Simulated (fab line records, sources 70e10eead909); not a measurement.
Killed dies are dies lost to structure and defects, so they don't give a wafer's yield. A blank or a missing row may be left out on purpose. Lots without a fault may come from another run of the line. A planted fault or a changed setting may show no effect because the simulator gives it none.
Which tool did it? | flow nand_harc | 14 lots, 42 wafers sampled, at 5 steps of a route of 1302

WHAT THE GAUGES READ, wafer by wafer
NHARC_A_BONDPAD_CD_MEAS_13.
lot  | measured     | on        | cd_nm (nm)
L795 | day 23 14:56 | cd_sem-03 | 499.3 499.6 494.1
L796 | day 23 15:56 | cd_sem-02 | 500.8 500.2 499.6
L798 | day 24 19:43 | cd_sem-03 | 495.9 496.8 495.8
L803 | day 26 07:47 | cd_sem-02 | 498.4 496.4 494.9
L804 | day 26 17:28 | cd_sem-02 | 494.4 496.6 499.5
L805 | day 26 20:47 | cd_sem-03 | 500.3 498.5 498.6
L810 | day 29 10:29 | cd_sem-01 | 502.4 500.2 502.8
L811 | day 30 07:08 | cd_sem-01 | 501.0 496.4 497.5
L812 | day 30 07:58 | cd_sem-01 | 498.3 497.2 497.1
L813 | day 30 14:06 | cd_sem-01 | 496.4 496.3 499.9
L814 | day 30 16:15 | cd_sem-01 | 498.8 501.0 496.3
L817 | day 31 22:33 | cd_sem-03 | 499.8 498.7 497.0
L816 | day 32 00:14 | cd_sem-03 | 499.2 500.9 499.2
L818 | day 33 04:51 | cd_sem-02 | 499.4 497.5 499.8

NHARC_END_SORT_01.
lot  | measured     | on        | defect_limited_yield (%) | killed_at_array | killed_at_other | killed_at_periphery | killed_dies | killed_open | killed_short
L795 | day 24 20:38 | prober-02 | 92.5 93.1 92.9           | 49 40 44        | 0 1 0           | 2 6 4               | 51 47 48    | 2 5 2       | 4 4 1
L796 | day 24 20:38 | prober-01 | 89.7 89.5 90.4           | 67 65 60        | 1 4 2           | 2 2 3               | 70 71 65    | 2 4 4       | 2 0 6
L798 | day 26 02:43 | prober-02 | 90.8 93.4 92.5           | 57 43 45        | 0 0 0           | 5 2 6               | 62 45 51    | 4 2 2       | 1 3 1
L803 | day 27 15:47 | prober-01 | 90.0 90.3 91.3           | 54 59 48        | 3 1 3           | 11 6 8              | 68 66 59    | 6 3 2       | 2 2 2
L804 | day 28 00:18 | prober-02 | 75.6 82.7 75.5           | 163 111 163     | 0 0 0           | 2 6 3               | 165 117 166 | 1 1 1       | 0 0 2
L805 | day 28 01:10 | prober-01 | 81.2 74.9 76.4           | 121 163 155     | 2 2 2           | 4 5 3               | 127 170 160 | 3 2 2       | 2 1 2
L810 | day 30 17:17 | prober-02 | 91.7 92.3 92.9           | 55 50 45        | 0 0 1           | 1 2 2               | 56 52 48    | 3 4 3       | 3 3 2
L811 | day 31 15:49 | prober-02 | 88.2 87.6 88.8           | 75 80 69        | 0 0 0           | 5 4 7               | 80 84 76    | 1 5 6       | 3 3 0
L812 | day 31 20:24 | prober-01 | 92.3 90.7 89.2           | 49 57 67        | 0 0 0           | 3 6 6               | 52 63 73    | 2 7 6       | 4 1 1
L813 | day 32 00:27 | prober-02 | 95.1 95.0 94.5           | 30 32 37        | 1 0 0           | 2 2 0               | 33 34 37    | 4 1 4       | 0 0 2
L814 | day 32 05:02 | prober-01 | 86.3 84.9 88.5           | 88 96 75        | 0 2 0           | 5 4 3               | 93 102 78   | 4 2 2       | 1 1 1
L817 | day 33 03:59 | prober-01 | 92.5 92.2 92.2           | 45 45 50        | 2 3 2           | 4 5 1               | 51 53 53    | 2 3 2       | 5 3 3
L816 | day 33 05:19 | prober-02 | 92.2 88.3 91.9           | 52 78 48        | 1 0 1           | 0 1 6               | 53 79 55    | 2 9 2       | 2 2 1
L818 | day 34 11:44 | prober-02 | 89.4 88.6 87.0           | 70 73 84        | 0 1 3           | 2 3 1               | 72 77 88    | 1 3 5       | 0 5 3

WHICH TOOL RAN EACH LOT (tool, then ch and the chambers of the sampled wafers, then the start)
lot  | NHARC_A_BONDPAD_DEP_00          | NHARC_THIN_TSV_DEGAS_49      | NHARC_THIN_TSV_PRE_CLEAN_50
L795 | pecvd-03 ch 0,1, day 23 13:08   | pvd_sputter-03, day 24 08:19 | pvd_sputter-03, day 24 20:38 or earlier
L796 | pecvd-04 ch 0,1,2, day 23 14:11 | pvd_sputter-02, day 24 09:43 | pvd_sputter-02, day 24 20:38 or earlier
L798 | pecvd-04 ch 0,1,2, day 24 18:02 | pvd_sputter-03, day 25 13:25 | pvd_sputter-03, day 26 02:43 or earlier
L803 | pecvd-04 ch 0,2, day 26 06:15   | pvd_sputter-02, day 27 01:34 | pvd_sputter-02, day 27 15:47 or earlier
L804 | pecvd-04 ch 0,1,2, day 26 15:50 | pvd_sputter-01, day 27 12:21 | pvd_sputter-01, day 28 00:18 or earlier
L805 | pecvd-04 ch 0,1,2, day 26 19:04 | pvd_sputter-01, day 27 13:38 | pvd_sputter-01, day 28 01:10 or earlier
L810 | pecvd-02 ch 0,1,2, day 29 08:44 | pvd_sputter-02, day 30 03:34 | pvd_sputter-02, day 30 17:17 or earlier
L811 | pecvd-04 ch 0,2, day 30 05:26   | pvd_sputter-01, day 31 01:43 | pvd_sputter-01, day 31 15:49 or earlier
L812 | pecvd-04 ch 0,1,2, day 30 06:26 | pvd_sputter-03, day 31 00:30 | pvd_sputter-03, day 31 20:24 or earlier
L813 | pecvd-02 ch 0,1, day 30 12:34   | pvd_sputter-03, day 31 08:06 | pvd_sputter-03, day 32 00:27 or earlier
L814 | pecvd-04 ch 1,2, day 30 14:32   | pvd_sputter-03, day 31 09:23 | pvd_sputter-03, day 32 05:02 or earlier
L817 | pecvd-04 ch 0,2, day 31 20:58   | pvd_sputter-02, day 32 15:58 | pvd_sputter-02, day 33 03:59 or earlier
L816 | pecvd-04 ch 0,1, day 31 22:32   | pvd_sputter-02, day 32 17:17 | pvd_sputter-02, day 33 05:19 or earlier
L818 | pecvd-03 ch 1,2, day 33 03:08   | pvd_sputter-01, day 33 23:28 | pvd_sputter-01, day 34 11:44 or earlier
- NHARC_A_BONDPAD_DEP_00: deposits SiCN, target thk 250 nm.
- NHARC_THIN_TSV_DEGAS_49: time 120 s.
- NHARC_THIN_TSV_PRE_CLEAN_50: time 30 s.

WHAT THE TOOLS THEMSELVES READ (means of the sampled wafers that have a number; where no wafer has one, the mark that the record gives instead)
NHARC_A_BONDPAD_DEP_00.
lot  | tool     | chamber_pressure_Torr (Torr) | heater_power_w (W) | rf_fwd_power_W (W)
L795 | pecvd-03 | 3.006                        | 638                | 448.7
L796 | pecvd-04 | 3.002                        | 592                | 449.5
L798 | pecvd-04 | 3.004                        | 581                | 449.1
L803 | pecvd-04 | 3.002                        | 674                | 448.3
L804 | pecvd-04 | 3.000                        | 611                | 449.6
L805 | pecvd-04 | 3.004                        | 638                | 449.7
L810 | pecvd-02 | 3.004                        | 623                | 448.8
L811 | pecvd-04 | 3.006                        | 619                | 450.2
L812 | pecvd-04 | 3.004                        | 592                | 448.7
L813 | pecvd-02 | 3.000                        | 694                | 448.3
L814 | pecvd-04 | 3.002                        | 595                | 449.4
L817 | pecvd-04 | 2.998                        | 651                | 448.9
L816 | pecvd-04 | 3.000                        | 531                | 449.9
L818 | pecvd-03 | 2.993                        | 468                | 448.4

NHARC_THIN_TSV_DEGAS_49.
lot  | tool           | heater_power_w (W)
L795 | pvd_sputter-03 | 528
L796 | pvd_sputter-02 | 455
L798 | pvd_sputter-03 | 488
L803 | pvd_sputter-02 | 449
L804 | pvd_sputter-01 | 482
L805 | pvd_sputter-01 | 517
L810 | pvd_sputter-02 | 441
L811 | pvd_sputter-01 | 464
L812 | pvd_sputter-03 | 512
L813 | pvd_sputter-03 | 438
L814 | pvd_sputter-03 | 476
L817 | pvd_sputter-02 | 458
L816 | pvd_sputter-02 | 464
L818 | pvd_sputter-01 | 468

NHARC_THIN_TSV_PRE_CLEAN_50.
lot  | tool           | heater_power_w (W)
L795 | pvd_sputter-03 | 392
L796 | pvd_sputter-02 | 399
L798 | pvd_sputter-03 | 433
L803 | pvd_sputter-02 | 401
L804 | pvd_sputter-01 | 416
L805 | pvd_sputter-01 | 415
L810 | pvd_sputter-02 | 400
L811 | pvd_sputter-01 | 451
L812 | pvd_sputter-03 | 430
L813 | pvd_sputter-03 | 427
L814 | pvd_sputter-03 | 415
L817 | pvd_sputter-02 | 411
L816 | pvd_sputter-02 | 388
L818 | pvd_sputter-01 | 422

THE ANSWER, worked out from the rows above alone
Rule: what is usual is taken from the lots themselves. Put in order of their means at a reading, lots are off if they are a third of the lots or fewer, leave a main group of 4 or more, and stand apart from it by a gap of 3 or more times the standard deviation of the main group's means; of several such gaps the widest counts. A main group whose means are all the same, to the digits that the tables above print for the reading, isn't used. A lot without any number at a reading at which 4 lots or more have one is off too. The other lots that the step has rows for count as sound. The gauges are gone through in route order, then the tools' own readings, and for those a lot's mean is taken as printed above. The first step at which some lot is off is used, and at that step the reading that is off furthest; a lot without a number counts as furthest.
Off: L804, L805, at NHARC_END_SORT_01 (killed_at_array). The main group: mean 58, standard deviation 15.
A tool fits if, at a process step before that reading, it ran every lot that is off, and no sound lot after the first of them. The gauges at NHARC_END_SORT_01 are tried like those tools. NHARC_THIN_TSV_PRE_CLEAN_50 gives no start for some lots, so the hours and the order of its lots are those of NHARC_END_SORT_01. None of those tried fits.

WHAT THE SIMULATOR HAD PUT IN
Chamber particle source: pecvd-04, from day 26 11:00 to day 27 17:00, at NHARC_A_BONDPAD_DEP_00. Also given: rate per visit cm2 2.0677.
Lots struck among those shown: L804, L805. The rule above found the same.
